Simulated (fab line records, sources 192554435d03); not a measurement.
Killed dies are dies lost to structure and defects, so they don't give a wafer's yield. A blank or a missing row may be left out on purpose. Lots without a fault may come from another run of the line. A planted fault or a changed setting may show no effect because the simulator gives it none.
Split-lot experiment | flow n5_finfet | 7 lots, 21 wafers read, on a route of 1938 steps

THE SPLIT
At N5_BEOL_M2_EXPOSE_08 (exposes mask M2), the setting dose_mj was moved away from the recipe's 41.25 on 9 of the 21 wafers read, by -7.5% to +6.5%. The other wafers ran this setting at the recipe's value.

FROM THE SPLIT TO THE READING: what the file shows between them, 12 steps
- N5_BEOL_M2_PEB_09: peb time 60 s
- N5_BEOL_M2_DEVELOP_10: develop time 30 s
- N5_BEOL_M2_CD_MEAS_11: target cd 16.79 nm
- N5_BEOL_M2_DESCUM_16: chemistry O2, time 7 s
- N5_BEOL_M2_ETCH_74: etches underlayer in N2/H2, target depth 6.5 nm, time 5.2 s
- N5_BEOL_M2_ETCH_63: etches SiARC in CF4, target depth 15.6 nm, time 26 s
- N5_BEOL_M2_ETCH_64: etches SOC in N2/H2, target depth 75 nm, overetch 22.5 nm, time 121.9 s
- N5_BEOL_M2_STRIP_65: strips in N2/H2
- N5_BEOL_M2_STRIP_75: strips in N2/H2
- N5_BEOL_M2_STRIP_66: strips in CF4
- N5_BEOL_M2_HM_OPEN_17: chemistry Cl2/BCl3, target TiN, target depth 20 nm, overetch 6 nm
- N5_BEOL_M2_STRIP_19: strips in O2

THE READING
cd_nm, in nm, at N5_BEOL_M2_CD_MEAS_18 (pitch 36 nm, target cd 18 nm). Fault-free wafers of this fab line usually give 18.0 nm, standard deviation 0.31 nm.

wafer  | tool, chamber at the split | dose_mj as run | against the recipe | cd_nm, nm | against lot-mates on the recipe
L076.1 | euv_scanner-02, 0          | 39.32          | -4.7%              | 17.0      | -1.2
L076.3 | euv_scanner-02, 0          | 39.32          | -4.7%              | 16.7      | -1.5
L076.5 | euv_scanner-02, 0          | 41.25          | recipe             | 18.2      | -
L088.2 | euv_scanner-02, 0          | 41.25          | recipe             | 17.4      | -
L088.3 | euv_scanner-02, 0          | 41.25          | recipe             | 18.3      | -
L088.4 | euv_scanner-02, 0          | 38.17          | -7.5%              | 15.6      | -2.3
L089.2 | euv_scanner-01, 0          | 41.25          | recipe             | 18.2      | -
L089.3 | euv_scanner-01, 0          | 41.25          | recipe             | 18.2      | -
L089.4 | euv_scanner-01, 0          | 43             | +4.2%              | 18.5      | +0.3
L091.1 | euv_scanner-01, 0          | 41.25          | recipe             | 17.6      | -
L091.4 | euv_scanner-01, 0          | 41.25          | recipe             | 17.9      | -
L091.6 | euv_scanner-01, 0          | 41.25          | recipe             | 17.9      | -
L092.1 | euv_scanner-02, 0          | 42.2           | +2.3%              | 18.0      | no lot-mate on the recipe
L092.3 | euv_scanner-02, 0          | 42.2           | +2.3%              | 18.3      | no lot-mate on the recipe
L092.6 | euv_scanner-02, 0          | 42.2           | +2.3%              | 18.0      | no lot-mate on the recipe
L095.1 | euv_scanner-01, 0          | 41.25          | recipe             | 17.7      | -
L095.4 | euv_scanner-01, 0          | 43.93          | +6.5%              | 19.3      | +1.7
L095.6 | euv_scanner-01, 0          | 41.25          | recipe             | 17.5      | -
L096.1 | euv_scanner-01, 0          | 41.25          | recipe             | 18.0      | -
L096.3 | euv_scanner-01, 0          | 38.8           | -5.9%              | 17.4      | -0.7
L096.4 | euv_scanner-01, 0          | 41.25          | recipe             | 18.1      | -

THE FIT
A straight line over all 21 wafers: cd_nm changes by +0.203 nm for each +1% of dose_mj; r = +0.88; the points scatter about the line by 0.36 nm.
The same after taking each lot's own level away (the mean of its wafers on the recipe; 18 wafers): +0.231 nm for each +1%; r = +0.91; scatter 0.35 nm.
On that fit, the largest move of dose_mj shifts the reading by 1.7 nm.
The lots' own levels span 17.60 to 18.20 nm, that is 1.9 times the standard deviation above.
So the lot-to-lot level changes the slope: the two fits differ.
Check: with one of the wafers moved furthest among these (-7.5%) left out of the fit, the line predicts -1.56 nm for it against its lot-mates. It came out at -2.25 nm against them.

OTHER SPLITS ON THESE WAFERS
These wafers also went through other splits before the reading. Each is held against what the fit with the lots' levels taken away leaves over:
other split on the same wafers    | wafers away from the commonest value | r with cd_nm (lot level and that fit taken away)
N5_BEOL_M0_SAQP_HM_DEP_111 time_s | 3                                    | -0.30
N5_BEOL_M0_ETCH_128 source_w      | 6                                    | +0.28
N5_BEOL_M0_DEP_125 time_s         | 10                                   | -0.20
N5_BEOL_M2_PECVD_72 time_s        | 7                                    | -0.24

THE WHOLE CHAIN: every reading that the file lists as answering this split, in the file's order
step                  | what it does                                                      | reading                                                               | change (the file's fit)               | r (the file's)
N5_BEOL_M2_CD_MEAS_11 | target cd 16.79 nm                                                | cd_nm                                                                 | +0.195 nm for each +1% of the setting | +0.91
N5_BEOL_M2_ETCH_74    | etches underlayer in N2/H2, target depth 6.5 nm, time 5.2 s       | BEOL_M2.cd_offset_nm (the simulator's own value, which no gauge read) | +0.187 nm for each +1% of the setting | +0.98
N5_BEOL_M2_ETCH_63    | etches SiARC in CF4, target depth 15.6 nm, time 26 s              | BEOL_M2.cd_offset_nm (the simulator's own value, which no gauge read) | +0.184 nm for each +1% of the setting | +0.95
N5_BEOL_M2_HM_OPEN_17 | chemistry Cl2/BCl3, target TiN, target depth 20 nm, overetch 6 nm | BEOL_M2.cd_offset_nm (the simulator's own value, which no gauge read) | +0.196 nm for each +1% of the setting | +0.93
N5_BEOL_M2_CD_MEAS_18 | pitch 36 nm, target cd 18 nm                                      | cd_nm                                                                 | +0.226 nm for each +1% of the setting | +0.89

THE FILE'S OWN FIT
cd_nm changes by +0.226 nm for each +1% of dose_mj, r = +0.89.
